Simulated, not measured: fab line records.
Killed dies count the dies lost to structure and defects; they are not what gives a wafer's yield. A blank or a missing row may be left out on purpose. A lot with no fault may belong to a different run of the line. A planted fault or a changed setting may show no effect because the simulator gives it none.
fab line records || flow nand-harc || part 2 of 2: steps 25 to 38 of 38
record {"lots": 5, "wafers": 15, "last-day": 24}
route steps=1159 shown A_CHANNEL_FILL_D1@505 A_STAIRCASE@519
lots that met no fault: from a run of the same line without faults
start-h: start of the lot's first displayed wafer, in hours after the record's first day || wait-h: hours elapsed since this lot's preceding step || " identical to the entry in the row above || L1.1+2: one row covering several wafers at once || - no value, or no start was given || * or withheld: withheld || < > ~ a bound
route shown NAME@n: names a module that has steps shown in the file, with the first one's number in the route || usual: the fault-free wafers' mean and standard deviation || same: alike in all rows || chamber/n: place in a boat || sites: the reading at each site || _std_site: standard deviation of those values || _edge_site: inner sites' mean taken away from outer sites' mean || radius-mm: for every site, how far away it sits from the centre of the wafer || mask NAME#n: copy n || behind: tool/chamber where the wafer was last shaped || hold: why the lot went on hold/how many hours it stayed there/how the hold came to an end || device: names the non-switching transistor (n, p or np) || end of line: the same wafers' tests at the end of the route || for a step that has no rows: nothing shown but its recipe || killed: at the first sort, the dies lost to defects and structure; wafer yield is something else || map: a wafer's dies, marking killed ones x, the rest . and places with no die _
set.NAME: the setting the step ran with; set.NAME@STEP: the setting that earlier step ran with || model.NAME: the simulator's own value behind a step, which no gauge read
lots at some steps of the route; a table a step, a row a wafer
services: a tool's chamber out of use, with start hour (start-h, from the record's first day; less than 0 if before it), hours out, and reason
## steps
# step NHARC_A_STAIRCASE_ETCH_170
# recipe {"target-depth-a": 2000, "time-s": 66.667, "ion-energy-ev": 250, "c4f6-flow-sccm": 25, "o2-flow-sccm": 20, "ar-flow-sccm": 500, "rf-w": 600, "bias-w": 500, "chemistry": "C4F6/O2"}
# usual {"c4f6-flow-sccm": "24.99/0.074", "drypump-motor-current-A": "5.8/0.55", "mfc-ar-sccm": "500.0/1.4", "oes-product-au": "0.968/0.019", "rf-fwd-power-W": "595.1/2.2", "rf-vpp-V": "548/3.5", "showerhead-plenum-p-Torr": "3.98/0.17", "throttle-valve-pct": "26.901/0.0089"}
{"lot.wafer": "L076.3", "tool": "rie-diel-05", "chamber": 0, "start-h": "-", "wait-h": "-", "c4f6-flow-sccm": 24.90, "drypump-motor-current-A": 6.3, "mfc-ar-sccm": 499.0, "oes-product-au": 0.956, "rf-fwd-power-W": 593.7, "rf-hours-counter-h": 24, "rf-vpp-V": 546, "showerhead-plenum-p-Torr": 3.88, "throttle-valve-pct": 26.903}
{"lot.wafer": "L076.1", "tool": "rie-diel-05", "chamber": 2, "start-h": "-", "wait-h": "-", "c4f6-flow-sccm": 25.03, "drypump-motor-current-A": 6.3, "mfc-ar-sccm": 498.3, "oes-product-au": 0.942, "rf-fwd-power-W": 594.7, "rf-hours-counter-h": 25, "rf-vpp-V": 549, "showerhead-plenum-p-Torr": 4.02, "throttle-valve-pct": 26.904}
{"lot.wafer": "L076.2", "tool": "rie-diel-05", "chamber": 3, "start-h": "-", "wait-h": "-", "c4f6-flow-sccm": 24.93, "drypump-motor-current-A": 6.3, "mfc-ar-sccm": 498.6, "oes-product-au": 0.940, "rf-fwd-power-W": 597.5, "rf-hours-counter-h": 21, "rf-vpp-V": 546, "showerhead-plenum-p-Torr": 3.85, "throttle-valve-pct": 26.915}
{"lot.wafer": "L077.2", "tool": "rie-diel-07", "chamber": 3, "start-h": "-", "wait-h": "-", "c4f6-flow-sccm": 25.01, "drypump-motor-current-A": 5.1, "mfc-ar-sccm": 501.4, "oes-product-au": 0.963, "rf-fwd-power-W": 594.8, "rf-hours-counter-h": 3, "rf-vpp-V": 548, "showerhead-plenum-p-Torr": 3.97, "throttle-valve-pct": 26.897}
{"lot.wafer": "L077.3", "tool": "rie-diel-07", "chamber": 1, "start-h": "-", "wait-h": "-", "c4f6-flow-sccm": 25.01, "drypump-motor-current-A": 4.9, "mfc-ar-sccm": 500.3, "oes-product-au": 0.954, "rf-fwd-power-W": 592.0, "rf-hours-counter-h": 4, "rf-vpp-V": 548, "showerhead-plenum-p-Torr": 4.00, "throttle-valve-pct": 26.904}
{"lot.wafer": "L077.5", "tool": "rie-diel-07", "chamber": 3, "start-h": "-", "wait-h": "-", "c4f6-flow-sccm": 24.97, "drypump-motor-current-A": 5.1, "mfc-ar-sccm": 500.0, "oes-product-au": 0.976, "rf-fwd-power-W": 596.5, "rf-hours-counter-h": "-", "rf-vpp-V": 548, "showerhead-plenum-p-Torr": 3.97, "throttle-valve-pct": 26.898}
{"lot.wafer": "L080.2", "tool": "rie-diel-05", "chamber": 0, "start-h": "-", "wait-h": "-", "c4f6-flow-sccm": 24.99, "drypump-motor-current-A": 6.3, "mfc-ar-sccm": 498.3, "oes-product-au": 0.954, "rf-fwd-power-W": 595.3, "rf-hours-counter-h": 40, "rf-vpp-V": 545, "showerhead-plenum-p-Torr": 3.87, "throttle-valve-pct": 26.912}
{"lot.wafer": "L080.4", "tool": "rie-diel-05", "chamber": 3, "start-h": "-", "wait-h": "-", "c4f6-flow-sccm": 24.84, "drypump-motor-current-A": 6.3, "mfc-ar-sccm": 497.2, "oes-product-au": 0.973, "rf-fwd-power-W": 597.6, "rf-hours-counter-h": 39, "rf-vpp-V": 546, "showerhead-plenum-p-Torr": 3.84, "throttle-valve-pct": 26.898}
{"lot.wafer": "L080.6", "tool": "rie-diel-05", "chamber": 1, "start-h": "-", "wait-h": "-", "c4f6-flow-sccm": 25.09, "drypump-motor-current-A": 5.2, "mfc-ar-sccm": 497.1, "oes-product-au": 0.947, "rf-fwd-power-W": 594.6, "rf-hours-counter-h": "-", "rf-vpp-V": 551, "showerhead-plenum-p-Torr": 4.20, "throttle-valve-pct": 26.896}
{"lot.wafer": "L092.2", "tool": "rie-diel-13", "chamber": 3, "start-h": "-", "wait-h": "-", "c4f6-flow-sccm": 25.00, "drypump-motor-current-A": 5.2, "mfc-ar-sccm": 500.8, "oes-product-au": 0.980, "rf-fwd-power-W": 592.4, "rf-hours-counter-h": 20, "rf-vpp-V": 547, "showerhead-plenum-p-Torr": 3.86, "throttle-valve-pct": 26.912}
{"lot.wafer": "L092.1", "tool": "rie-diel-13", "chamber": 1, "start-h": "-", "wait-h": "-", "c4f6-flow-sccm": 25.00, "drypump-motor-current-A": 5.9, "mfc-ar-sccm": 500.7, "oes-product-au": 0.976, "rf-fwd-power-W": 596.2, "rf-hours-counter-h": 20, "rf-vpp-V": 542, "showerhead-plenum-p-Torr": 3.70, "throttle-valve-pct": 26.884}
{"lot.wafer": "L092.5", "tool": "rie-diel-13", "chamber": 2, "start-h": "-", "wait-h": "-", "c4f6-flow-sccm": 25.03, "drypump-motor-current-A": 5.8, "mfc-ar-sccm": 501.5, "oes-product-au": 0.968, "rf-fwd-power-W": 590.9, "rf-hours-counter-h": "-", "rf-vpp-V": 552, "showerhead-plenum-p-Torr": 4.17, "throttle-valve-pct": 26.913}
{"lot.wafer": "L094.3", "tool": "rie-diel-07", "chamber": 0, "start-h": "-", "wait-h": "-", "c4f6-flow-sccm": 24.78, "drypump-motor-current-A": 5.1, "mfc-ar-sccm": 500.9, "oes-product-au": 0.977, "rf-fwd-power-W": 592.4, "rf-hours-counter-h": 42, "rf-vpp-V": 551, "showerhead-plenum-p-Torr": 4.20, "throttle-valve-pct": 26.900}
{"lot.wafer": "L094.4", "tool": "rie-diel-07", "chamber": 1, "start-h": "-", "wait-h": "-", "c4f6-flow-sccm": 25.08, "drypump-motor-current-A": 4.9, "mfc-ar-sccm": 499.3, "oes-product-au": 0.959, "rf-fwd-power-W": 590.5, "rf-hours-counter-h": 44, "rf-vpp-V": 549, "showerhead-plenum-p-Torr": 3.98, "throttle-valve-pct": 26.902}
{"lot.wafer": "L094.6", "tool": "rie-diel-07", "chamber": 2, "start-h": "-", "wait-h": "-", "c4f6-flow-sccm": 24.88, "drypump-motor-current-A": 6.6, "mfc-ar-sccm": 497.9, "oes-product-au": 0.984, "rf-fwd-power-W": 592.1, "rf-hours-counter-h": "-", "rf-vpp-V": 547, "showerhead-plenum-p-Torr": 3.86, "throttle-valve-pct": 26.894}
# step NHARC_A_STAIRCASE_STRIP_171
# recipe {"power-w": 1500, "temp-c": 250, "chemistry": "O2"}
# usual {"drypump-motor-current-A": "5.62/0.29", "heater-power-w": "307/15"}
{"lot.wafer": "L076.1", "tool": "plasma-asher-01", "chamber": 0, "start-h": 246.38, "wait-h": "-", "drypump-motor-current-A": 5.18, "heater-power-w": 303, "rf-hours-counter-h": 53}
{"lot.wafer": "L076.2", "tool": "plasma-asher-01", "chamber": 1, "start-h": 246.38, "wait-h": "-", "drypump-motor-current-A": 5.70, "heater-power-w": 319, "rf-hours-counter-h": 53}
{"lot.wafer": "L076.3", "tool": "plasma-asher-01", "chamber": 0, "start-h": 246.38, "wait-h": "-", "drypump-motor-current-A": 5.18, "heater-power-w": 314, "rf-hours-counter-h": "-"}
{"lot.wafer": "L077.2", "tool": "plasma-asher-02", "chamber": 1, "start-h": 253.76, "wait-h": "-", "drypump-motor-current-A": 5.66, "heater-power-w": 312, "rf-hours-counter-h": 21}
{"lot.wafer": "L077.3", "tool": "plasma-asher-02", "chamber": 1, "start-h": 253.76, "wait-h": "-", "drypump-motor-current-A": 5.66, "heater-power-w": 314, "rf-hours-counter-h": "-"}
{"lot.wafer": "L077.5", "tool": "plasma-asher-02", "chamber": 1, "start-h": 253.76, "wait-h": "-", "drypump-motor-current-A": 5.69, "heater-power-w": 309, "rf-hours-counter-h": "-"}
{"lot.wafer": "L080.2", "tool": "plasma-asher-01", "chamber": 0, "start-h": 287.79, "wait-h": "-", "drypump-motor-current-A": 5.17, "heater-power-w": 317, "rf-hours-counter-h": 0}
{"lot.wafer": "L080.4", "tool": "plasma-asher-01", "chamber": 1, "start-h": 287.79, "wait-h": "-", "drypump-motor-current-A": 5.68, "heater-power-w": 322, "rf-hours-counter-h": "-"}
{"lot.wafer": "L080.6", "tool": "plasma-asher-01", "chamber": 1, "start-h": 287.79, "wait-h": "-", "drypump-motor-current-A": 5.69, "heater-power-w": 318, "rf-hours-counter-h": "-"}
{"lot.wafer": "L092.2", "tool": "plasma-asher-01", "chamber": 0, "start-h": 340.73, "wait-h": "-", "drypump-motor-current-A": 5.17, "heater-power-w": 325, "rf-hours-counter-h": 16}
{"lot.wafer": "L092.1", "tool": "plasma-asher-01", "chamber": 1, "start-h": 340.73, "wait-h": "-", "drypump-motor-current-A": 5.69, "heater-power-w": 321, "rf-hours-counter-h": 16}
{"lot.wafer": "L092.5", "tool": "plasma-asher-01", "chamber": 1, "start-h": 340.73, "wait-h": "-", "drypump-motor-current-A": 5.70, "heater-power-w": 321, "rf-hours-counter-h": "-"}
{"lot.wafer": "L094.3", "tool": "plasma-asher-01", "chamber": 1, "start-h": 351.53, "wait-h": "-", "drypump-motor-current-A": 5.68, "heater-power-w": 320, "rf-hours-counter-h": "-"}
{"lot.wafer": "L094.4", "tool": "plasma-asher-01", "chamber": 0, "start-h": 351.53, "wait-h": "-", "drypump-motor-current-A": 5.16, "heater-power-w": 321, "rf-hours-counter-h": "-"}
{"lot.wafer": "L094.6", "tool": "plasma-asher-01", "chamber": 1, "start-h": 351.53, "wait-h": "-", "drypump-motor-current-A": 5.69, "heater-power-w": 317, "rf-hours-counter-h": "-"}
# step NHARC_A_STAIRCASE_STRIP_172
# recipe {"time-s": 900, "temp-c": 130, "chemistry": "SPM"}
{"lot.wafer": "L076.1+2+3", "tool": "wet-bench-05", "chamber": "1,3,5", "start-h": 246.75, "wait-h": 0.3}
{"lot.wafer": "L077.2+5+3", "tool": "wet-bench-02", "chamber": "3,6,7", "start-h": 254.12, "wait-h": 0.3}
{"lot.wafer": "L080.2+6+4", "tool": "wet-bench-05", "chamber": "4,0,1", "start-h": 288.13, "wait-h": 0.3}
{"lot.wafer": "L092.1+2+5", "tool": "wet-bench-01", "chamber": "3,5,6", "start-h": 341.09, "wait-h": 0.3}
{"lot.wafer": "L094.3+6+4", "tool": "wet-bench-05", "chamber": "3,4,7", "start-h": 351.79, "wait-h": 0.2}
# step NHARC_A_STAIRCASE_PRECLEAN_173
# recipe {"time-s": "*", "temp-c": 50, "bath-age-min": 0, "chemistry": "SC1"}
{"lot.wafer": "L076.1+2+3", "tool": "wet-bench-05", "chamber": "1,3,5", "start-h": "-", "wait-h": "-"}
{"lot.wafer": "L077.2+5+3", "tool": "wet-bench-02", "chamber": "3,6,7", "start-h": "-", "wait-h": "-"}
{"lot.wafer": "L080.2+6+4", "tool": "wet-bench-05", "chamber": "4,0,1", "start-h": "-", "wait-h": "-"}
{"lot.wafer": "L092.1+2+5", "tool": "wet-bench-01", "chamber": "3,5,6", "start-h": "-", "wait-h": "-"}
{"lot.wafer": "L094.3+6+4", "tool": "wet-bench-05", "chamber": "3,4,7", "start-h": "-", "wait-h": "-"}
# step NHARC_A_STAIRCASE_SRD_174
{"lot.wafer": "L076.1+2+3", "tool": "wet-bench-05", "chamber": "1,3,5", "start-h": "-", "wait-h": "-"}
{"lot.wafer": "L077.2+5+3", "tool": "wet-bench-02", "chamber": "3,6,7", "start-h": "-", "wait-h": "-"}
{"lot.wafer": "L080.2+6+4", "tool": "wet-bench-05", "chamber": "4,0,1", "start-h": "-", "wait-h": "-"}
{"lot.wafer": "L092.1+2+5", "tool": "wet-bench-01", "chamber": "3,5,6", "start-h": "-", "wait-h": "-"}
{"lot.wafer": "L094.3+6+4", "tool": "wet-bench-05", "chamber": "3,4,7", "start-h": "-", "wait-h": "-"}
# step NHARC_A_STAIRCASE_DEHYDRATE_01
# recipe {"temp-c": 150, "time-s": 120}
# usual {"plate-temp-C": "149.98/0.15"}
{"lot.wafer": "L076.1", "tool": "litho-track-05", "chamber": 0, "start-h": 247.21, "wait-h": "-", "plate-temp-C": 150.16}
{"lot.wafer": "L076.2", "tool": "litho-track-05", "chamber": 0, "start-h": 247.21, "wait-h": "-", "plate-temp-C": 150.17}
{"lot.wafer": "L076.3", "tool": "litho-track-05", "chamber": 0, "start-h": 247.21, "wait-h": "-", "plate-temp-C": 149.94}
{"lot.wafer": "L077.2", "tool": "litho-track-05", "chamber": 0, "start-h": 254.57, "wait-h": "-", "plate-temp-C": 149.79}
{"lot.wafer": "L077.3", "tool": "litho-track-05", "chamber": 0, "start-h": 254.57, "wait-h": "-", "plate-temp-C": 149.79}
{"lot.wafer": "L077.5", "tool": "litho-track-05", "chamber": 0, "start-h": 254.57, "wait-h": "-", "plate-temp-C": 149.86}
{"lot.wafer": "L080.2", "tool": "litho-track-07", "chamber": 0, "start-h": 288.59, "wait-h": "-", "plate-temp-C": 149.89}
{"lot.wafer": "L080.4", "tool": "litho-track-07", "chamber": 0, "start-h": 288.59, "wait-h": "-", "plate-temp-C": 149.90}
{"lot.wafer": "L080.6", "tool": "litho-track-07", "chamber": 0, "start-h": 288.59, "wait-h": "-", "plate-temp-C": 150.07}
{"lot.wafer": "L092.1", "tool": "litho-track-03", "chamber": 0, "start-h": 341.53, "wait-h": "-", "plate-temp-C": 149.96}
{"lot.wafer": "L092.2", "tool": "litho-track-03", "chamber": 0, "start-h": 341.53, "wait-h": "-", "plate-temp-C": 150.06}
{"lot.wafer": "L092.5", "tool": "litho-track-03", "chamber": 0, "start-h": 341.53, "wait-h": "-", "plate-temp-C": 150.06}
{"lot.wafer": "L094.3", "tool": "litho-track-07", "chamber": 0, "start-h": 352.23, "wait-h": "-", "plate-temp-C": 150.11}
{"lot.wafer": "L094.4", "tool": "litho-track-07", "chamber": 0, "start-h": 352.23, "wait-h": "-", "plate-temp-C": 150.28}
{"lot.wafer": "L094.6", "tool": "litho-track-07", "chamber": 0, "start-h": 352.23, "wait-h": "-", "plate-temp-C": 150.22}
# step NHARC_A_STAIRCASE_HMDS_02
# recipe {"time-s": 30}
{"lot.wafer": "L076.1+2+3", "tool": "litho-track-05", "chamber": 0, "start-h": "-", "wait-h": "-"}
{"lot.wafer": "L077.2+3+5", "tool": "litho-track-05", "chamber": 0, "start-h": "-", "wait-h": "-"}
{"lot.wafer": "L080.2+4+6", "tool": "litho-track-07", "chamber": 0, "start-h": "-", "wait-h": "-"}
{"lot.wafer": "L092.1+2+5", "tool": "litho-track-03", "chamber": 0, "start-h": "-", "wait-h": "-"}
{"lot.wafer": "L094.3+4+6", "tool": "litho-track-07", "chamber": 0, "start-h": "-", "wait-h": "-"}
# step NHARC_A_STAIRCASE_COAT_03
# recipe {"spin-rpm": 1200}
{"lot.wafer": "L076.1+2+3", "tool": "litho-track-05", "chamber": 0, "start-h": "-", "wait-h": "-"}
{"lot.wafer": "L077.2+3+5", "tool": "litho-track-05", "chamber": 0, "start-h": "-", "wait-h": "-"}
{"lot.wafer": "L080.2+4+6", "tool": "litho-track-07", "chamber": 0, "start-h": "-", "wait-h": "-"}
{"lot.wafer": "L092.1+2+5", "tool": "litho-track-03", "chamber": 0, "start-h": "-", "wait-h": "-"}
{"lot.wafer": "L094.3+4+6", "tool": "litho-track-07", "chamber": 0, "start-h": "-", "wait-h": "-"}
# step NHARC_A_STAIRCASE_SOFTBAKE_04
# recipe {"temp-c": 135, "time-s": 170}
# usual {"plate-temp-C": "134.97/0.14"}
{"lot.wafer": "L076.1", "tool": "litho-track-05", "chamber": 0, "start-h": "-", "wait-h": "-", "plate-temp-C": 135.12}
{"lot.wafer": "L076.2", "tool": "litho-track-05", "chamber": 0, "start-h": "-", "wait-h": "-", "plate-temp-C": 135.19}
{"lot.wafer": "L076.3", "tool": "litho-track-05", "chamber": 0, "start-h": "-", "wait-h": "-", "plate-temp-C": 135.23}
{"lot.wafer": "L077.2", "tool": "litho-track-05", "chamber": 0, "start-h": "-", "wait-h": "-", "plate-temp-C": 135.00}
{"lot.wafer": "L077.3", "tool": "litho-track-05", "chamber": 0, "start-h": "-", "wait-h": "-", "plate-temp-C": 135.00}
{"lot.wafer": "L077.5", "tool": "litho-track-05", "chamber": 0, "start-h": "-", "wait-h": "-", "plate-temp-C": 135.05}
{"lot.wafer": "L080.2", "tool": "litho-track-07", "chamber": 0, "start-h": "-", "wait-h": "-", "plate-temp-C": 134.84}
{"lot.wafer": "L080.4", "tool": "litho-track-07", "chamber": 0, "start-h": "-", "wait-h": "-", "plate-temp-C": 135.04}
{"lot.wafer": "L080.6", "tool": "litho-track-07", "chamber": 0, "start-h": "-", "wait-h": "-", "plate-temp-C": 135.00}
{"lot.wafer": "L092.1", "tool": "litho-track-03", "chamber": 0, "start-h": "-", "wait-h": "-", "plate-temp-C": 135.07}
{"lot.wafer": "L092.2", "tool": "litho-track-03", "chamber": 0, "start-h": "-", "wait-h": "-", "plate-temp-C": 134.92}
{"lot.wafer": "L092.5", "tool": "litho-track-03", "chamber": 0, "start-h": "-", "wait-h": "-", "plate-temp-C": 135.03}
{"lot.wafer": "L094.3", "tool": "litho-track-07", "chamber": 0, "start-h": "-", "wait-h": "-", "plate-temp-C": 134.75}
{"lot.wafer": "L094.4", "tool": "litho-track-07", "chamber": 0, "start-h": "-", "wait-h": "-", "plate-temp-C": 134.83}
{"lot.wafer": "L094.6", "tool": "litho-track-07", "chamber": 0, "start-h": "-", "wait-h": "-", "plate-temp-C": 134.73}
# step NHARC_A_STAIRCASE_EBR_05
{"lot.wafer": "L076.1+2+3", "tool": "litho-track-05", "chamber": 0, "start-h": "-", "wait-h": "-"}
{"lot.wafer": "L077.2+3+5", "tool": "litho-track-05", "chamber": 0, "start-h": "-", "wait-h": "-"}
{"lot.wafer": "L080.2+4+6", "tool": "litho-track-07", "chamber": 0, "start-h": "-", "wait-h": "-"}
{"lot.wafer": "L092.1+2+5", "tool": "litho-track-03", "chamber": 0, "start-h": "-", "wait-h": "-"}
{"lot.wafer": "L094.3+4+6", "tool": "litho-track-07", "chamber": 0, "start-h": "-", "wait-h": "-"}
# step NHARC_A_STAIRCASE_EXPOSE_06
# recipe {"na": 0.5, "dose-mj": 25.43, "mask-id": "STAIR"}
{"lot.wafer": "L076.1+2+3", "tool": "krf-scanner-02", "chamber": 0, "start-h": 247.55, "wait-h": "-", "mask": "STAIR#0"}
{"lot.wafer": "L077.2+3+5", "tool": "krf-scanner-02", "chamber": 0, "start-h": 254.78, "wait-h": "-", "mask": "STAIR#0"}
{"lot.wafer": "L080.2+4+6", "tool": "krf-scanner-02", "chamber": 0, "start-h": 288.92, "wait-h": "-", "mask": "STAIR#0"}
{"lot.wafer": "L092.1+2+5", "tool": "krf-scanner-01", "chamber": 0, "start-h": 341.87, "wait-h": "-", "mask": "STAIR#0"}
{"lot.wafer": "L094.3+4+6", "tool": "krf-scanner-04", "chamber": 0, "start-h": 352.45, "wait-h": "-", "mask": "STAIR#0"}
# step NHARC_A_STAIRCASE_PEB_07
# recipe {"peb-temp-c": 115, "peb-time-s": 130}
# usual {"plate-temp-C": "115.01/0.12"}
{"lot.wafer": "L076.1", "tool": "litho-track-07", "chamber": 0, "start-h": 247.61, "wait-h": 0.1, "plate-temp-C": 114.90}
{"lot.wafer": "L076.2", "tool": "litho-track-07", "chamber": 0, "start-h": 247.61, "wait-h": 0.1, "plate-temp-C": 114.97}
{"lot.wafer": "L076.3", "tool": "litho-track-07", "chamber": 0, "start-h": 247.61, "wait-h": 0.1, "plate-temp-C": 114.96}
{"lot.wafer": "L077.2", "tool": "litho-track-07", "chamber": 0, "start-h": 254.85, "wait-h": 0.1, "plate-temp-C": 115.06}
{"lot.wafer": "L077.3", "tool": "litho-track-07", "chamber": 0, "start-h": 254.85, "wait-h": 0.1, "plate-temp-C": 115.30}
{"lot.wafer": "L077.5", "tool": "litho-track-07", "chamber": 0, "start-h": 254.85, "wait-h": 0.1, "plate-temp-C": 114.91}
{"lot.wafer": "L080.2", "tool": "litho-track-07", "chamber": 0, "start-h": 288.98, "wait-h": 0.1, "plate-temp-C": 114.85}
{"lot.wafer": "L080.4", "tool": "litho-track-07", "chamber": 0, "start-h": 288.98, "wait-h": 0.1, "plate-temp-C": 114.85}
{"lot.wafer": "L080.6", "tool": "litho-track-07", "chamber": 0, "start-h": 288.98, "wait-h": 0.1, "plate-temp-C": 114.92}
{"lot.wafer": "L092.1", "tool": "litho-track-05", "chamber": 0, "start-h": 341.93, "wait-h": 0.1, "plate-temp-C": 115.03}
{"lot.wafer": "L092.2", "tool": "litho-track-05", "chamber": 0, "start-h": 341.93, "wait-h": 0.1, "plate-temp-C": 114.93}
{"lot.wafer": "L092.5", "tool": "litho-track-05", "chamber": 0, "start-h": 341.93, "wait-h": 0.1, "plate-temp-C": 114.86}
{"lot.wafer": "L094.3", "tool": "litho-track-07", "chamber": 0, "start-h": 352.51, "wait-h": 0.1, "plate-temp-C": 115.05}
{"lot.wafer": "L094.4", "tool": "litho-track-07", "chamber": 0, "start-h": 352.51, "wait-h": 0.1, "plate-temp-C": 115.03}
{"lot.wafer": "L094.6", "tool": "litho-track-07", "chamber": 0, "start-h": 352.51, "wait-h": 0.1, "plate-temp-C": 115.04}
# step NHARC_A_STAIRCASE_DEVELOP_08
# recipe {"time-s": 140}
{"lot.wafer": "L076.1+2+3", "tool": "litho-track-07", "chamber": 0, "start-h": "-", "wait-h": "-"}
{"lot.wafer": "L077.2+3+5", "tool": "litho-track-07", "chamber": 0, "start-h": "-", "wait-h": "-"}
{"lot.wafer": "L080.2+4+6", "tool": "litho-track-07", "chamber": 0, "start-h": "-", "wait-h": "-"}
{"lot.wafer": "L092.1+2+5", "tool": "litho-track-05", "chamber": 0, "start-h": "-", "wait-h": "-"}
{"lot.wafer": "L094.3+4+6", "tool": "litho-track-07", "chamber": 0, "start-h": "-", "wait-h": "-"}
# step NHARC_A_STAIRCASE_HARDBAKE_10
# recipe {"temp-c": 120, "time-s": 140}
{"lot.wafer": "L076.1+2+3", "tool": "litho-track-07", "chamber": 0, "start-h": 247.83, "wait-h": "-"}
{"lot.wafer": "L077.2+3+5", "tool": "litho-track-05", "chamber": 0, "start-h": 255.07, "wait-h": "-"}
{"lot.wafer": "L080.2+4+6", "tool": "litho-track-05", "chamber": 0, "start-h": 289.21, "wait-h": "-"}
{"lot.wafer": "L092.1+2+5", "tool": "litho-track-05", "chamber": 0, "start-h": 342.15, "wait-h": "-"}
{"lot.wafer": "L094.3+4+6", "tool": "litho-track-07", "chamber": 0, "start-h": 352.74, "wait-h": "-"}
## services
{"tool": "rie-diel-05", "chamber": 3, "start-h": 204.70, "hours": 9.8, "kind": "repair"}
{"tool": "krf-scanner-02", "chamber": "-", "start-h": 210.00, "hours": 4.0, "kind": "pm"}
{"tool": "litho-track-03", "chamber": "-", "start-h": 213.00, "hours": 7.0, "kind": "pm"}
{"tool": "wet-bench-01", "chamber": "-", "start-h": 213.64, "hours": 8.0, "kind": "pm"}
{"tool": "rie-diel-07", "chamber": "-", "start-h": 229.31, "hours": 9.0, "kind": "pm"}
{"tool": "rie-diel-13", "chamber": 3, "start-h": 232.11, "hours": 3.8, "kind": "repair"}
{"tool": "rie-diel-09", "chamber": 0, "start-h": 236.87, "hours": 25.4, "kind": "repair"}
{"tool": "litho-track-05", "chamber": "-", "start-h": 237.01, "hours": 7.0, "kind": "pm"}
{"tool": "krf-scanner-02", "chamber": "-", "start-h": 246.16, "hours": 0.5, "kind": "repair"}
{"tool": "cmp-03", "chamber": "-", "start-h": 247.34, "hours": 1.6, "kind": "repair"}
{"tool": "wet-bench-01", "chamber": "-", "start-h": 247.67, "hours": 1.2, "kind": "repair"}
{"tool": "cmp-03", "chamber": "-", "start-h": 254.10, "hours": 4.0, "kind": "pm"}
{"tool": "rie-diel-09", "chamber": "-", "start-h": 254.10, "hours": 9.0, "kind": "pm"}
{"tool": "krf-scanner-02", "chamber": "-", "start-h": 271.45, "hours": 0.4, "kind": "repair"}
{"tool": "plasma-asher-01", "chamber": "-", "start-h": 276.63, "hours": 9.0, "kind": "pm"}
{"tool": "rie-diel-09", "chamber": 3, "start-h": 281.93, "hours": 21.8, "kind": "repair"}
{"tool": "krf-scanner-04", "chamber": "-", "start-h": 291.65, "hours": 1.2, "kind": "repair"}
{"tool": "plasma-asher-01", "chamber": "-", "start-h": 295.72, "hours": 9.0, "kind": "repair"}
{"tool": "krf-scanner-04", "chamber": "-", "start-h": 298.00, "hours": 4.0, "kind": "pm"}
{"tool": "wet-bench-06", "chamber": "-", "start-h": 305.60, "hours": 8.0, "kind": "pm"}
{"tool": "rie-diel-05", "chamber": "-", "start-h": 321.33, "hours": 2.1, "kind": "repair"}
{"tool": "rie-diel-05", "chamber": 0, "start-h": 337.34, "hours": 6.3, "kind": "repair"}
{"tool": "rie-diel-05", "chamber": "-", "start-h": 340.62, "hours": 9.0, "kind": "pm"}
{"tool": "rie-diel-09", "chamber": "-", "start-h": 349.07, "hours": 0.5, "kind": "repair"}
